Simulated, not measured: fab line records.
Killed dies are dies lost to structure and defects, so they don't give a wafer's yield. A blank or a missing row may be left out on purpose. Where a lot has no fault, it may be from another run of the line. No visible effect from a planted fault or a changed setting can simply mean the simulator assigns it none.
fab line records	flow n5-finfet
record lots=7	wafers=39
route steps=1938 shown BEOL_M15@1809
start-h: the number of hours between the record's first day and the start of the first shown wafer of the lot	wait-h: how many hours have passed since the lot's step before this one	" identical to the entry in the row above	L1.1+2: a row that stands for several wafers	- no value, or no start was given	* or withheld: withheld	< > ~ a bound
route shown NAME@n: names a module that has steps shown in the file, with the first one's number in the route	usual: average and standard deviation across the fault-free wafers	same: alike in all rows	chamber/n: place in a boat	sites: each site's reading	_std_site: how widely they spread, as a standard deviation	_edge_site: mean of outer sites minus mean of inner sites	radius-mm: for every site, how far away it sits from the centre of the wafer	mask NAME#n: copy n	behind: tool/chamber where the wafer was last shaped	hold: cause of the lot's hold/its duration in hours/its outcome	device: whichever transistor did not switch (one of n, p or np)	end of line: at the end of the route, the tests of the same wafers	for a step that has no rows: nothing shown but its recipe	killed: not the wafer's yield, but the dies lost to structure and defects at the first sort	map: dies across one wafer; x = killed, . = not, _ = none there
set.NAME: the setting as run; set.NAME@STEP: as run at that earlier step	model.NAME: the simulator's own value behind a step, which no gauge read
lots whose settings were changed on purpose; a table a step, a row a wafer
## steps
# step N5_BEOL_M15_TRENCH_ETCH_34
# recipe chemistry=C4F8/O2/Ar	target=SiO2	target-depth-a=8729.3	he-inner-torr=15	he-outer-torr=30	time-s=199	ion-energy-ev=800	pressure-mtorr=20	source-w=1905	bias-w=2040	Ar_flow_sccm=400	C4F8_flow_sccm=16	O2_flow_sccm=12
lot.wafer	tool	chamber	start-h	wait-h	set.target-depth-a	model.etch.depth-nm	model.coat_of_BEOL_M15_COAT_22.thk-nm
L074.1	rie-diel-02	2	247.42	0.0	8729.3	874.6	545
L074.2	"	0	"	"	8729.3	876.1	548.8
L074.6	"	1	"	"	8729.3	892	543.8
L075.1	rie-diel-03	3	270.70	0.0	8729.3	856.7	548.2
L075.2	"	1	"	"	4603	458.9	628.2
L075.3	"	0	"	"	8729.3	870.5	546.4
L075.4	"	2	"	"	4603	453.8	633.2
L075.5	"	3	"	"	8729.3	859.1	548.6
L075.6	"	0	"	"	4603	458.8	630.4
L076.1	rie-diel-03	0	280.64	0.0	6764	666.6	587.6
L076.2	"	2	"	"	8729.3	861.4	547.4
L076.3	"	3	"	"	8729.3	850.6	548.4
L076.4	"	1	"	"	6764	680.2	583.4
L076.5	"	1	"	"	6764	681.4	583
L076.6	"	2	"	"	8729.3	863.5	547
L080.1	rie-diel-03	1	307.18	0.0	8729.3	870.3	542.8
L080.2	"	2	"	"	10770	1059	506.4
L080.3	"	0	"	"	8729.3	867.8	545.2
L080.4	"	3	"	"	8729.3	840.9	551.6
L080.5	"	1	"	"	10770	1072	505.6
L080.6	"	2	"	"	10770	1054	509.2
L085.1	rie-diel-03	3	314.11	0.0	8729.3	855.3	550.4
L085.2	"	1	"	"	11120	1107	497.4
L085.3	"	2	"	"	8729.3	857.2	550.6
L085.4	"	0	"	"	11120	1108	498.2
L085.5	"	2	"	"	11120	1088	502
L085.6	"	1	"	"	8729.3	871.1	541.8
L093.1	rie-diel-03	3	377.93	0.0	8729.3	844.4	553.4
L093.2	"	2	"	"	4825	477.1	625.4
L093.3	"	1	"	"	4825	478.8	625.4
L093.4	"	0	"	"	4825	473.9	627.2
L093.5	"	2	"	"	8729.3	858.9	550.6
L093.6	"	1	"	"	8729.3	860.3	547.6
L095.1	rie-diel-04	2	404.29	0.0	12860	1257	470
L095.2	"	1	"	"	8729.3	869.1	546.2
L095.3	"	3	"	"	8729.3	839.8	551.2
L095.4	"	0	"	"	8729.3	887.7	541.4
L095.5	"	2	"	"	12860	1260	472
L095.6	"	3	"	"	12860	1244	473
# step N5_BEOL_M15_STRIP_36
# recipe chemistry=O2	power-w=600	temp-c=60	pressure-mtorr=30	rf-frequency-hz=6e+07	bias-power-w=0	overash-fraction=0.3	o2-flow-sccm=225
# step N5_BEOL_M15_ECD_47
# recipe material=Cu	target-thk-a=18600
# step N5_BEOL_M15_ANNEAL_48
# recipe temp-c=225	time-s=90	ambient=N2
# step N5_BEOL_M15_CMP_49
# recipe stop-on=SiO2	t-overpolish-s=4.9	down-force-psi=2	platen-rpm=80	clearing-platen-down-force-psi=2	clearing-platen-rpm=80	post-cmp-clean=cu-alkaline	target-thk-nm=850	clearing-platen-pad-velocity-m-s=1.5917	pad-velocity-m-s=1.5917
lot.wafer	tool	chamber	start-h	wait-h	set.target-depth-a@BEOL_M15_TRENCH_ETCH_34	model.Cu_of_BEOL_M15_ECD_47.thk-nm
L074.1	cmp-02	0	252.20	0.3	8729.3	852.2
L074.2	"	2	"	"	8729.3	854.2
L074.6	"	0	"	"	8729.3	870
L075.1	cmp-04	3	276.24	0.3	8729.3	834.2
L075.4	"	0	"	"	4603	432.8
L075.3	"	1	"	"	8729.3	849.4
L075.2	"	2	"	"	4603	437.8
L075.5	"	3	"	"	8729.3	837.2
L075.6	"	0	"	"	4603	436.8
L076.2	cmp-02	2	284.17	0.2	8729.3	840
L076.4	"	3	"	"	6764	658.6
L076.1	"	0	"	"	6764	645.8
L076.3	"	1	"	"	8729.3	829.8
L076.6	"	2	"	"	8729.3	840.2
L076.5	"	3	"	"	6764	659.6
L080.3	cmp-02	3	310.20	0.2	8729.3	846.8
L080.4	"	0	"	"	8729.3	819.4
L080.1	"	1	"	"	8729.3	850.2
L080.2	"	2	"	"	10770	1037
L080.6	"	3	"	"	10770	1032
L080.5	"	0	"	"	10770	1051
L085.1	cmp-02	1	321.25	0.4	8729.3	831.8
L085.3	"	2	"	"	8729.3	834.8
L085.2	"	3	"	"	11120	1085
L085.4	"	0	"	"	11120	1086
L085.6	"	1	"	"	8729.3	849.4
L085.5	"	2	"	"	11120	1065
L093.4	cmp-04	0	380.77	0.1	4825	451.6
L093.1	"	1	"	"	8729.3	821.8
L093.3	"	2	"	"	4825	456.2
L093.2	"	3	"	"	4825	454
L093.6+5	"	0,1	"	"	8729.3	837.4
L095.3	cmp-02	0	407.44	0.2	8729.3	816.4
L095.4	"	1	"	"	8729.3	864.2
L095.1	"	2	"	"	12860	1233
L095.2	"	3	"	"	8729.3	846.2
L095.5	"	0	"	"	12860	1237
L095.6	"	1	"	"	12860	1221
# step N5_BEOL_M15_THK_MEAS_50
# recipe thk-meas-gauge=xrf	reads=Cu_of_BEOL_M15_ECD_47
# usual M15_THK=841/14
lot.wafer	tool	chamber	start-h	wait-h	set.target-depth-a@BEOL_M15_TRENCH_ETCH_34	M15_THK[nm]
L074.1	film-metro-01	-	252.46	-	8729.3	849
L074.2	"	-	"	"	8729.3	847
L074.6	"	-	"	"	8729.3	867
L075.1	film-metro-02	-	276.53	-	8729.3	833
L075.2	"	-	"	"	4603	436
L075.3	"	-	"	"	8729.3	850
L075.4	"	-	"	"	4603	432
L075.5	"	-	"	"	8729.3	834
L075.6	"	-	"	"	4603	433
L076.1	film-metro-02	-	284.46	-	6764	649
L076.2	"	-	"	"	8729.3	847
L076.3	"	-	"	"	8729.3	835
L076.4	"	-	"	"	6764	661
L076.5	"	-	"	"	6764	667
L076.6	"	-	"	"	8729.3	846
L080.1	film-metro-01	-	310.49	-	8729.3	848
L080.2	"	-	"	"	10770	1033
L080.3	"	-	"	"	8729.3	845
L080.4	"	-	"	"	8729.3	817
L080.5	"	-	"	"	10770	1052
L080.6	"	-	"	"	10770	1030
L085.1	film-metro-01	-	321.55	-	8729.3	830
L085.2	"	-	"	"	11120	1080
L085.3	"	-	"	"	8729.3	834
L085.4	"	-	"	"	11120	1086
L085.5	"	-	"	"	11120	1070
L085.6	"	-	"	"	8729.3	847
L093.1	film-metro-02	-	381.06	-	8729.3	822
L093.2	"	-	"	"	4825	453
L093.3	"	-	"	"	4825	454
L093.4	"	-	"	"	4825	451
L093.5	"	-	"	"	8729.3	837
L093.6	"	-	"	"	8729.3	834
L095.1	film-metro-02	-	407.73	-	12860	1233
L095.2	"	-	"	"	8729.3	843
L095.3	"	-	"	"	8729.3	814
L095.4	"	-	"	"	8729.3	859
L095.5	"	-	"	"	12860	1230
L095.6	"	-	"	"	12860	1215
# step N5_BEOL_M15_PRE_CLEAN_52
# recipe gas=NH3	time-s=15	temp-c=withheld	rf-power-w=300
# step N5_BEOL_M15_DEP_53
# recipe material=SiCN	target-thk-a=500	temp-c=withheld	precursor=3MS/NH3	pressure-torr=3	rf-w=675	time-s=17.8
# step N5_BEOL_M15_RS_MEAS_54
# recipe thk-meas-gauge=four-point-probe	reads=Cu_of_BEOL_M15_ECD_47+Ta_of_BEOL_M15_SPUTTER_44+TaN_of_BEOL_M15_SPUTTER_43
# usual M15_RS=0.0217/0.00037
lot.wafer	tool	chamber	start-h	wait-h	set.target-depth-a@BEOL_M15_TRENCH_ETCH_34	M15_RS[ohm/sq]
L074.1	film-metro-02	-	252.62	0.1	8729.3	0.0215
L074.2	"	-	"	"	8729.3	0.0214
L074.6	"	-	"	"	8729.3	0.0211
L075.1	film-metro-01	-	276.66	0.0	8729.3	0.0220
L075.2	"	-	"	"	4603	0.0424
L075.3	"	-	"	"	8729.3	0.0216
L075.4	"	-	"	"	4603	0.0431
L075.5	"	-	"	"	8729.3	0.0219
L075.6	"	-	"	"	4603	0.0427
L076.1	film-metro-01	-	284.59	0.0	6764	0.0286
L076.2	"	-	"	"	8729.3	0.0219
L076.3	"	-	"	"	8729.3	0.0221
L076.4	"	-	"	"	6764	0.0280
L076.5	"	-	"	"	6764	0.0279
L076.6	"	-	"	"	8729.3	0.0218
L080.1	film-metro-01	-	310.62	0.0	8729.3	0.0216
L080.2	"	-	"	"	10770	0.0176
L080.3	"	-	"	"	8729.3	0.0216
L080.4	"	-	"	"	8729.3	0.0224
L080.5	"	-	"	"	10770	0.0174
L080.6	"	-	"	"	10770	0.0177
L085.1	film-metro-01	-	321.67	0.0	8729.3	0.0221
L085.2	"	-	"	"	11120	0.0169
L085.3	"	-	"	"	8729.3	0.0220
L085.4	"	-	"	"	11120	0.0168
L085.5	"	-	"	"	11120	0.0172
L085.6	"	-	"	"	8729.3	0.0216
L093.1	film-metro-02	-	381.19	0.0	8729.3	0.0223
L093.2	"	-	"	"	4825	0.0409
L093.3	"	-	"	"	4825	0.0406
L093.4	"	-	"	"	4825	0.0412
L093.5	"	-	"	"	8729.3	0.0219
L093.6	"	-	"	"	8729.3	0.0218
L095.1	film-metro-02	-	407.89	0.1	12860	0.0148
L095.2	"	-	"	"	8729.3	0.0216
L095.3	"	-	"	"	8729.3	0.0225
L095.4	"	-	"	"	8729.3	0.0212
L095.5	"	-	"	"	12860	0.0148
L095.6	"	-	"	"	12860	0.0149
## key
split step=N5_BEOL_M15_TRENCH_ETCH_34	setting=target-depth-a	stated=8729.3	by=wafer
response step=N5_BEOL_M15_TRENCH_ETCH_34	reading=model.etch.depth-nm	change=+8.43	per=1%	r=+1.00
response step=N5_BEOL_M15_TRENCH_ETCH_34	reading=model.coat_of_BEOL_M15_COAT_22.thk-nm	change=-1.68	per=1%	r=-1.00
response step=N5_BEOL_M15_CMP_49	reading=model.Cu_of_BEOL_M15_ECD_47.thk-nm	change=+8.43	per=1%	r=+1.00
response step=N5_BEOL_M15_THK_MEAS_50	reading=M15_THK	change=+8.44	per=1%	r=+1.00
response step=N5_BEOL_M15_RS_MEAS_54	reading=M15_RS	change=-0.000306	per=1%	r=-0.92
